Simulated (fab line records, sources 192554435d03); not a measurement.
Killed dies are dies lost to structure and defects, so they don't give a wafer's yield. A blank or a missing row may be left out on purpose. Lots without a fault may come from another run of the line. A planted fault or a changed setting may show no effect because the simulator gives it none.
fab line records | flow n5_finfet
record lots=6 wafers=18 last_day=18
route steps=1938 shown BEOL_M6@1227 PASSIVATION@1936
lots that met no fault: from a run of the same line without faults
start_h: hours from the record's first day to the start of the lot's first wafer shown | wait_h: hours since the lot's step before | " the same as in the row above | L1.1+2: a row that stands for several wafers | - no value, or no start given | * or withheld: withheld | < > ~ a bound
route shown NAME@n: a module of which the file shows steps, and the number in the route of the first | usual: mean/standard deviation of fault-free wafers | same: alike in all rows | chamber/n: place in a boat | sites: the reading at each site | _std_site: their standard deviation | _edge_site: outer sites' mean less inner sites' | radius_mm: how far each site lies from the wafer's centre | mask NAME#n: copy n | behind: the tool/chamber that last shaped the wafer | hold: why the lot was held/for how many hours/how that ended | device: the transistor (n, p or np) that didn't switch | end of line: the same wafers' tests at the end of the route | a step without rows: its recipe alone | killed: dies lost to structure and defects at the first sort, not the wafer's yield | map: a wafer's dies, x killed, . not, _ none there
set.NAME: the setting as run; set.NAME@STEP: as run at that earlier step | model.NAME: the simulator's own value behind a step, which no gauge read
lots at some steps of the route; a table a step, a row a wafer
services: from which hour (start_h, from the record's first day; less than 0 if before it) a tool's chamber was out of use, for how many hours, and why
## steps
# step N5_BEOL_M6_CD_MEAS_28
# recipe target_cd_nm=40 landing_energy_ev=500 detector=se_inlens
# usual cd_nm=40.01/0.24
# columns lot.wafer tool chamber start_h wait_h cd_nm
L817.2 cd_sem-03 0 207.86 - 40.06
L817.3 " 0 " " 40.01
L817.6 " 0 " " 39.98
L820.1 cd_sem-01 0 238.47 - 40.64
L820.3 " 0 " " 40.47
L820.4 " 0 " " 40.24
L825.2 cd_sem-02 0 292.32 - 39.89
L825.4 " 0 " " 39.77
L825.6 " 0 " " 39.94
L829.2 cd_sem-01 0 294.59 - 40.35
L829.3 " 0 " " 39.84
L829.4 " 0 " " 39.63
L834.2 cd_sem-02 0 319.97 - 39.87
L834.4 " 0 " " 40.05
L834.6 " 0 " " 40.13
L836.3 cd_sem-02 0 325.03 - 39.90
L836.5 " 0 " " 40.15
L836.6 " 0 " " 39.60
# step N5_BEOL_M6_OVL_MEAS_29
# recipe points_per_wafer=522
# usual V5_OVL=0.1/0.68
# columns lot.wafer tool chamber start_h wait_h V5_OVL[nm]
L817.2 overlay-01 0 207.90 0.0 -0.6
L817.3 " 0 " " 1.1
L817.6 " 0 " " -0.2
L820.1 overlay-01 0 238.50 0.0 0.9
L820.3 " 0 " " 1.0
L820.4 " 0 " " 0.8
L825.2 overlay-01 0 292.35 0.0 0.5
L825.4 " 0 " " -0.2
L825.6 " 0 " " 0.3
L829.2 overlay-01 0 294.63 0.0 -0.8
L829.3 " 0 " " -0.1
L829.4 " 0 " " -0.7
L834.2 overlay-02 0 320.00 0.0 0.8
L834.4 " 0 " " 0.2
L834.6 " 0 " " 0.0
L836.3 overlay-02 0 325.07 0.0 0.3
L836.5 " 0 " " -0.5
L836.6 " 0 " " -0.1
# step N5_BEOL_M6_INSPECT_30
# recipe mode=adi inspect_instrument=brightfield
# usual raw_defect_count=422/110
# columns lot.wafer tool chamber start_h wait_h raw_defect_count
L817.2 defect_inspect-01 - 207.95 0.0 294
L817.3 " - " " 474
L817.6 " - " " 395
L820.1 defect_inspect-01 - 238.56 0.1 460
L820.3 " - " " 299
L820.4 " - " " 435
L825.2 defect_inspect-01 - 292.40 0.0 444
L825.4 " - " " 305
L825.6 " - " " 339
L829.2 defect_inspect-01 - 294.68 0.0 396
L829.3 " - " " 363
L829.4 " - " " 237
L834.2 defect_inspect-02 - 320.06 0.0 405
L834.4 " - " " 398
L834.6 " - " " 371
L836.3 defect_inspect-01 - 325.12 0.0 455
L836.5 " - " " 488
L836.6 " - " " 310
# step N5_BEOL_M6_DESCUM_33
# recipe chemistry=O2 time_s=7 source_power_w=50 bias_power_w=20 pressure_mtorr=20 rf_frequency_hz=2.712e+07 temp_c=40 resist=CAR-EUV o2_flow_sccm=225
# usual bias_power_w=19.99/0.068 drypump_motor_current_A=5.9/0.36 oes_product_au=0.80/0.081 rf_vpp_V=243.4/1.7 showerhead_plenum_p_Torr=2.11/0.099 throttle_valve_pct=20.33/0.14
# same time_s=7
# columns lot.wafer tool chamber start_h wait_h bias_power_w drypump_motor_current_A oes_product_au rf_hours_counter_h rf_vpp_V showerhead_plenum_p_Torr throttle_valve_pct
L817.2 rie_diel-04 2 207.99 0.0 19.87 6.1 0.85 68 242.6 2.02 20.53
L817.3 " 1 " " 20.00 6.1 0.72 222 240.8 1.97 20.25
L817.6 " 3 " " 20.04 6.0 0.73 - 243.1 2.07 20.37
L820.1 rie_diel-05 0 238.73 0.2 19.97 5.5 0.75 184 243.8 2.17 20.25
L820.3 " 1 " " 19.95 5.4 0.75 157 240.5 1.91 20.54
L820.4 " 2 " " 20.08 5.8 0.89 - 245.1 2.23 20.30
L825.2 rie_diel-02 1 292.72 0.3 20.01 5.5 0.76 125 243.0 2.19 20.38
L825.4 " 0 " " 20.07 5.3 0.81 78 244.9 2.20 20.22
L825.6 " 1 " " 20.05 5.5 0.77 - 244.7 2.19 20.39
L829.2 rie_diel-02 2 294.75 0.1 19.96 6.4 0.90 28 241.4 2.04 20.21
L829.3 " 0 " " 19.94 5.3 0.80 79 244.5 2.20 20.23
L829.4 " 3 " " 20.04 5.9 0.71 228 243.5 2.15 20.29
L834.2 rie_diel-04 0 320.09 0.0 20.06 6.4 0.84 95 244.4 2.21 20.29
L834.4 " 3 " " 19.92 6.0 0.70 248 242.3 2.06 20.43
L834.6 " 0 " " 20.13 6.4 0.82 - 245.2 2.21 20.29
L836.3 rie_diel-04 0 325.25 0.1 20.02 6.4 0.83 98 244.4 2.21 20.30
L836.5 " 1 " " 19.95 6.1 0.97 - 244.6 2.22 19.96
L836.6 " 2 " " 20.02 6.1 0.80 - 242.4 2.01 20.60
# step N5_BEOL_M6_ETCH_72
# recipe chemistry=N2/H2 target=underlayer target_depth_a=65 mask_material=CAR-EUV time_s=5.2 ion_energy_ev=200 pressure_mtorr=30 source_w=840 bias_w=150 n2_flow_sccm=200 h2_flow_sccm=200 ends=cleared
# usual bias_w=150.0/0.47 drypump_motor_current_A=5.9/0.36 etch_rf_on_time_s=5.19/0.076 oes_product_au=0.68/0.07 rf_vpp_V=525/3.5 showerhead_plenum_p_Torr=2.57/0.11 throttle_valve_pct=17.80/0.16
# columns lot.wafer tool chamber start_h wait_h bias_w drypump_motor_current_A etch_rf_on_time_s oes_product_au rf_hours_counter_h rf_vpp_V showerhead_plenum_p_Torr throttle_valve_pct
L817.2 rie_diel-04 2 208.02 0.0 150.0 6.1 5.17 0.72 68 522 2.47 18.03
L817.3 " 1 " " 150.5 6.1 5.24 0.62 222 520 2.40 17.75
L817.6 " 3 " " 151.1 6.0 5.10 0.62 - 523 2.52 17.81
L820.1 rie_diel-05 0 238.77 0.0 149.7 5.6 5.22 0.63 184 526 2.63 17.71
L820.3 " 1 " " 149.2 5.4 5.27 0.63 157 518 2.34 18.02
L820.4 " 2 " " 149.9 5.8 5.16 0.76 - 529 2.71 17.71
L825.2 rie_diel-02 1 292.75 0.0 150.8 5.5 5.23 0.65 125 524 2.66 17.80
L825.4 " 0 " " 149.1 5.3 5.18 0.68 78 526 2.68 17.64
L825.6 " 1 " " 150.3 5.4 5.26 0.67 - 527 2.66 17.80
L829.2 rie_diel-02 2 294.79 0.0 150.2 6.4 5.15 0.78 28 523 2.49 17.80
L829.3 " 0 " " 150.4 5.3 5.14 0.69 79 527 2.68 17.66
L829.4 " 3 " " 151.2 5.9 5.27 0.60 228 526 2.62 17.85
L834.2 rie_diel-04 0 320.12 0.0 150.1 6.4 5.11 0.70 95 528 2.67 17.66
L834.4 " 3 " " 150.3 6.0 5.15 0.60 248 522 2.50 17.91
L834.6 " 0 " " 149.9 6.4 5.15 0.70 - 525 2.67 17.69
L836.3 rie_diel-04 0 325.28 0.0 150.0 6.4 5.11 0.70 98 528 2.67 17.69
L836.5 " 1 " " 149.7 6.1 5.08 0.82 - 529 2.70 17.40
L836.6 " 2 " " 150.3 6.1 5.19 0.68 - 521 2.45 18.10
# step N5_BEOL_M6_ETCH_65
# recipe chemistry=CF4 target=SiARC target_depth_a=156 mask_material=CAR-EUV time_s=26 ion_energy_ev=80 pressure_mtorr=40 source_w=545 bias_w=36 Ar_flow_sccm=100 cf4_flow_sccm=100 ends=cleared
# usual bias_w=36.00/0.11 drypump_motor_current_A=5.9/0.36 etch_rf_on_time_s=25.9/0.36 oes_product_au=0.69/0.07 rf_vpp_V=184.3/1.4 showerhead_plenum_p_Torr=2.16/0.093 throttle_valve_pct=15.54/0.17
# columns lot.wafer tool chamber start_h wait_h bias_w drypump_motor_current_A etch_rf_on_time_s oes_product_au rf_hours_counter_h rf_vpp_V showerhead_plenum_p_Torr throttle_valve_pct
L817.2 rie_diel-04 2 208.04 0.0 35.92 6.1 25.5 0.73 68 183.1 2.09 15.76
L817.3 " 1 " " 36.01 6.1 25.8 0.61 222 184.1 2.03 15.56
L817.6 " 3 " " 36.03 6.0 25.5 0.63 - 183.4 2.11 15.57
L820.1 rie_diel-05 0 238.78 0.0 36.04 5.6 26.2 0.63 184 185.7 2.21 15.47
L820.3 " 1 " " 36.10 5.4 26.5 0.63 157 181.5 1.98 15.80
L820.4 " 2 " " 35.85 5.8 25.9 0.74 - 185.2 2.27 15.47
L825.2 rie_diel-02 1 292.77 0.0 35.89 5.5 26.4 0.65 125 185.7 2.25 15.63
L825.4 " 0 " " 35.95 5.3 25.8 0.68 79 184.7 2.25 15.36
L825.6 " 1 " " 35.93 5.5 26.3 0.66 - 186.6 2.24 15.66
L829.2 rie_diel-02 2 294.80 0.0 35.92 6.4 25.9 0.78 28 184.3 2.09 15.37
L829.3 " 0 " " 36.10 5.3 25.7 0.68 79 186.3 2.25 15.35
L829.4 " 3 " " 35.90 5.9 26.6 0.60 228 184.4 2.19 15.53
L834.2 rie_diel-04 0 320.14 0.0 35.97 6.4 25.8 0.70 95 187.9 2.25 15.45
L834.4 " 3 " " 36.21 6.0 26.0 0.59 248 182.5 2.10 15.63
L834.6 " 0 " " 36.00 6.4 25.5 0.70 - 185.2 2.25 15.44
L836.3 rie_diel-04 0 325.30 0.0 36.27 6.3 25.4 0.70 98 183.7 2.25 15.44
L836.5 " 1 " " 35.82 6.1 25.4 0.83 - 186.0 2.27 15.15
L836.6 " 2 " " 35.91 6.1 25.9 0.69 - 184.8 2.08 15.85
# step N5_BEOL_M6_ETCH_66
# recipe chemistry=N2/H2 target=SOC target_depth_a=800 overetch_a=160 mask_material=SiARC temp_c=40 time_s=120 ion_energy_ev=200 pressure_mtorr=30 source_w=840 bias_w=150 n2_flow_sccm=200 h2_flow_sccm=200
# step N5_BEOL_M6_STRIP_69
# recipe chemistry=N2/H2 temp_c=40 n2_flow_sccm=200 h2_flow_sccm=200 rf_frequency_hz=6e+07
# step N5_BEOL_M6_STRIP_73
# recipe chemistry=N2/H2 temp_c=40 n2_flow_sccm=200 h2_flow_sccm=200 rf_frequency_hz=6e+07
# step N5_BEOL_M6_VIA_ETCH_34
# recipe chemistry=C4F6/O2 target=SiCOH_lowk target_depth_a=1263 mask_material=SOC taper_deg=4 time_s=50.9 ion_energy_ev=250 pressure_mtorr=30 source_w=345 bias_w=185 Ar_flow_sccm=300 C4F6_flow_sccm=10 O2_flow_sccm=10
# usual bias_w=185.0/0.52 drypump_motor_current_A=5.9/0.36 oes_product_au=0.80/0.081 rf_vpp_V=667/4.6 showerhead_plenum_p_Torr=2.87/0.13 throttle_valve_pct=20.80/0.17
# same time_s=50.9
# columns lot.wafer tool chamber start_h wait_h bias_w drypump_motor_current_A oes_product_au rf_hours_counter_h rf_vpp_V showerhead_plenum_p_Torr throttle_valve_pct
L817.2 rie_diel-04 2 208.17 0.0 185.4 6.1 0.85 68 666 2.77 21.08
L817.3 " 1 " " 185.0 6.1 0.72 222 657 2.70 20.75
L817.6 " 3 " " 184.0 5.9 0.73 - 671 2.81 20.74
L820.1 rie_diel-05 0 238.91 0.0 184.7 5.5 0.74 184 673 2.94 20.68
L820.3 " 1 " " 184.9 5.4 0.74 158 664 2.63 21.09
L820.4 " 2 " " 184.9 5.8 0.88 - 675 3.03 20.84
L825.2 rie_diel-02 1 292.90 0.0 185.0 5.4 0.77 125 672 2.99 20.94
L825.4 " 0 " " 183.9 5.3 0.80 79 666 2.99 20.67
L825.6 " 1 " " 185.7 5.5 0.77 - 672 2.98 20.94
L829.2 rie_diel-02 2 294.93 0.0 185.1 6.4 0.92 28 672 2.78 20.66
L829.3 " 0 " " 185.4 5.3 0.80 79 664 2.99 20.66
L829.4 " 3 " " 184.7 5.9 0.69 228 665 2.91 20.68
L834.2 rie_diel-04 0 320.27 0.0 185.2 6.4 0.83 95 664 2.99 20.71
L834.4 " 3 " " 184.7 6.0 0.70 248 669 2.79 20.79
L834.6 " 0 " " 185.6 6.4 0.83 - 665 2.99 20.71
L836.3 rie_diel-04 0 325.43 0.0 185.4 6.4 0.82 98 664 2.99 20.71
L836.5 " 1 " " 185.3 6.1 0.97 - 665 3.02 20.46
L836.6 " 2 " " 184.4 6.1 0.80 - 665 2.75 21.15
# step N5_BEOL_M6_STRIP_76
# recipe chemistry=C4F6/O2 resist=SiARC rf_frequency_hz=6e+07
# step N5_BEOL_M6_STRIP_36
# recipe chemistry=N2/H2 power_w=450 temp_c=40 pressure_mtorr=20 rf_frequency_hz=6e+07 overash_fraction=0.3 bias_power_w=7 h2_frac=0.5 n2_flow_sccm=200 h2_flow_sccm=200
# step N5_BEOL_M6_TRENCH_ETCH_37
# recipe chemistry=C4F6/O2 target_depth_a=944.35 target=SiCOH_lowk time_s=31.5 ion_energy_ev=250 pressure_mtorr=30 source_w=345 bias_w=185 Ar_flow_sccm=300 C4F6_flow_sccm=10 O2_flow_sccm=10
# usual bias_w=185.0/0.58 drypump_motor_current_A=5.9/0.36 oes_product_au=0.80/0.082 rf_vpp_V=668/4.6 showerhead_plenum_p_Torr=2.87/0.13 throttle_valve_pct=20.83/0.17
# same time_s=31.5
# columns lot.wafer tool chamber start_h wait_h bias_w drypump_motor_current_A oes_product_au rf_hours_counter_h rf_vpp_V showerhead_plenum_p_Torr throttle_valve_pct
L817.2 rie_diel-04 2 208.26 - 183.7 6.1 0.84 68 667 2.77 21.11
L817.3 " 1 " " 185.5 6.1 0.71 223 657 2.70 20.78
L817.6 " 3 " " 185.2 6.0 0.73 - 669 2.80 20.78
L820.1 rie_diel-05 0 239.01 - 185.7 5.5 0.73 185 671 2.94 20.71
L820.3 " 1 " " 184.9 5.4 0.73 158 666 2.63 21.12
L820.4 " 2 " " 184.0 5.8 0.87 - 675 3.03 20.85
L825.2 rie_diel-02 1 292.99 - 185.1 5.5 0.77 125 672 2.98 20.97
L825.4 " 0 " " 176.3 5.3 0.81 79 638 2.99 20.69
L825.6 " 1 " " 185.0 5.5 0.77 - 675 2.98 20.97
L829.2 rie_diel-02 2 295.02 - 183.9 6.4 0.92 28 672 2.78 20.69
L829.3 " 0 " " 175.3 5.3 0.79 79 637 2.99 20.71
L829.4 " 3 " " 184.3 5.9 0.70 228 666 2.91 20.71
L834.2 rie_diel-04 0 320.36 - 185.3 6.4 0.82 95 664 2.99 20.73
L834.4 " 3 " " 184.6 6.0 0.70 248 670 2.79 20.82
L834.6 " 0 " " 184.7 6.4 0.82 - 664 2.99 20.72
L836.3 rie_diel-04 0 325.52 - 185.4 6.4 0.82 98 665 2.99 20.74
L836.5 " 1 " " 185.2 6.1 0.96 - 668 3.02 20.48
L836.6 " 2 " " 184.5 6.2 0.80 - 664 2.75 21.17
# step N5_BEOL_M6_ETCH_41
# recipe chemistry=CH3F/O2 target=SiCN target_depth_a=297 taper_deg=2 time_s=52 ion_energy_ev=120 mask_material=TiN pressure_mtorr=30 source_w=395 bias_w=75 Ar_flow_sccm=150 CH3F_flow_sccm=30 O2_flow_sccm=20
# usual bias_w=74.99/0.24 drypump_motor_current_A=5.9/0.36 oes_product_au=0.80/0.081 rf_vpp_V=297.8/2.1 showerhead_plenum_p_Torr=2.02/0.092 throttle_valve_pct=16.23/0.17
# same time_s=52
# columns lot.wafer tool chamber start_h wait_h bias_w drypump_motor_current_A oes_product_au rf_hours_counter_h rf_vpp_V showerhead_plenum_p_Torr throttle_valve_pct
L817.2 rie_diel-04 2 - - 75.22 6.1 0.85 68 295.8 1.94 16.45
L817.3 " 1 " " 74.96 6.1 0.72 223 295.8 1.89 16.23
L817.6 " 3 " " 74.63 6.0 0.73 - 297.5 1.97 16.26
L820.1 rie_diel-05 0 - - 74.94 5.6 0.74 185 299.9 2.07 16.21
L820.3 " 1 " " 74.77 5.4 0.74 158 292.9 1.84 16.50
L820.4 " 2 " " 75.04 5.8 0.87 - 300.1 2.13 16.22
L825.2 rie_diel-02 1 - - 74.88 5.5 0.77 125 299.5 2.10 16.35
L825.4 " 0 " " 74.98 5.3 0.80 79 300.4 2.11 16.09
L825.6 " 1 " " 75.02 5.5 0.77 - 299.1 2.10 16.34
L829.2 rie_diel-02 2 - - 74.87 6.4 0.91 28 295.7 1.95 16.06
L829.3 " 0 " " 75.01 5.3 0.79 79 300.1 2.11 16.09
L829.4 " 3 " " 74.95 5.9 0.70 228 298.7 2.05 16.22
L834.2 rie_diel-04 0 - - 74.38 6.4 0.82 95 301.1 2.11 16.09
L834.4 " 3 " " 75.56 6.0 0.70 249 296.6 1.96 16.31
L834.6 " 0 " " 75.10 6.4 0.81 - 299.7 2.11 16.11
L836.3 rie_diel-04 0 - - 74.64 6.4 0.81 98 298.8 2.10 16.11
L836.5 " 1 " " 74.77 6.1 0.96 - 300.7 2.13 15.86
L836.6 " 2 " " 74.75 6.1 0.80 - 296.2 1.93 16.53
# step N5_PASSIVATION_PROBE_49
# usual defect_limited_yield=91.0/1.5 killed_at_M0_to_M3=37/12 killed_at_M4_up=13/5 killed_at_contacts=13/6.1 killed_at_front_end=39/11 killed_at_other=4/3.2 killed_dies=106/17 killed_open=69/12 killed_short=35/7.9 sort_bin_5_function=5.3/1 sort_bin_6_memory=3.3/0.68 sort_n_pass=1074/17 sort_yield_pct=91.0/1.5
# same gross_dies=1180 killed_at_back_side=0 sort_bin_4_leakage[%]=0 sort_bin_8_speed[%]=0
# columns lot.wafer tool chamber start_h wait_h defect_limited_yield[%] killed_at_M0_to_M3 killed_at_M4_up killed_at_contacts killed_at_front_end killed_at_other killed_dies killed_open killed_short sort_bin_5_function[%] sort_bin_6_memory[%] sort_n_pass sort_yield_pct[%]
L829.2 prober-02 - 390.82 0.1 88.5 63 18 10 43 2 136 98 38 7.0 4.3 1044 88.5
L829.3 prober-02 - 390.87 0.1 90.8 45 7 18 33 5 108 70 38 6.1 2.5 1072 90.8
L829.4 prober-02 - 390.92 0.2 90.5 44 12 13 38 5 112 67 44 5.3 3.6 1068 90.5
# killed by level:class
L829.2 BEOL_M3:geometric_particle:open=19 BEOL_M1:geometric_particle:open=11 BEOL_M0_SAQP:geometric_particle:open=10 BEOL_M0_SAQP:geometric_particle:short=10 FIN_SAQP:geometric_particle:open=9 MOL_CONTACT_COAG:geometric_particle:open=8 BEOL_M2:geometric_particle:open=8 FIN_SAQP:geometric_particle:short=7
L829.3 BEOL_M3:geometric_particle:open=16 MOL_CONTACT_COAG:geometric_particle:open=13 BEOL_M0_SAQP:geometric_particle:open=8 DUMMY_GATE:geometric_particle:open=7 BEOL_M0_SAQP:geometric_particle:short=7 FIN_SAQP:geometric_particle:short=6 FIN_SAQP:geometric_particle:open=5 MOL_CONTACT_COAG:geometric_particle:short=5
L829.4 BEOL_M3:geometric_particle:open=12 FIN_SAQP:geometric_particle:short=10 MOL_CONTACT_COAG:geometric_particle:open=9 BEOL_M0_SAQP:geometric_particle:open=9 BEOL_M2:geometric_particle:open=7 STI_FIN_REVEAL:geometric_particle:open=6 BEOL_M0_SAQP:geometric_particle:short=6 FIN_SAQP:geometric_particle:open=5
## services
# columns tool chamber start_h hours kind
rie_diel-02 2 193.76 - clean
rie_diel-02 2 193.76 - consumable_replace:focus_ring
rie_diel-02 2 193.76 21.7 scheduled_down
rie_diel-02 2 193.76 21.7 vent_cycle
rie_diel-05 3 226.36 1.8 repair
rie_diel-05 3 228.48 - clean
rie_diel-05 3 228.48 - consumable_replace:focus_ring
rie_diel-05 3 228.48 13.1 scheduled_down
rie_diel-05 3 228.48 13.1 vent_cycle
rie_diel-05 0 267.67 7.6 repair
rie_diel-04 1 277.22 - clean
rie_diel-04 1 277.22 - consumable_replace:focus_ring
rie_diel-04 1 277.22 - consumable_replace:showerhead
rie_diel-04 1 277.22 13.6 scheduled_down
rie_diel-04 1 277.22 13.6 vent_cycle
rie_diel-02 3 321.37 8.5 repair
rie_diel-04 3 323.22 - clean
rie_diel-04 3 323.22 - consumable_replace:focus_ring
rie_diel-04 3 323.22 13.6 scheduled_down
rie_diel-04 3 323.22 13.6 vent_cycle
## key
first_sign step=N5_BEOL_M6_TRENCH_ETCH_37 reading=bias_w direction=down sigmas=16 usual=* struck=*
effect step=N5_BEOL_M6_TRENCH_ETCH_37 reading=rf_vpp_V direction=down sigmas=6.6 usual=668 struck=637
met_at N5_BEOL_M6_TRENCH_ETCH_37
struck_wafers L825.4,L829.3
fault kind=process_parameter_drift tool=rie_diel-02 chamber=0 onset_h=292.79 steps=N5_BEOL_M6_TRENCH_ETCH_37 channel=bias_w offset=* shape=step end_h=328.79 acts_in=* stated=*
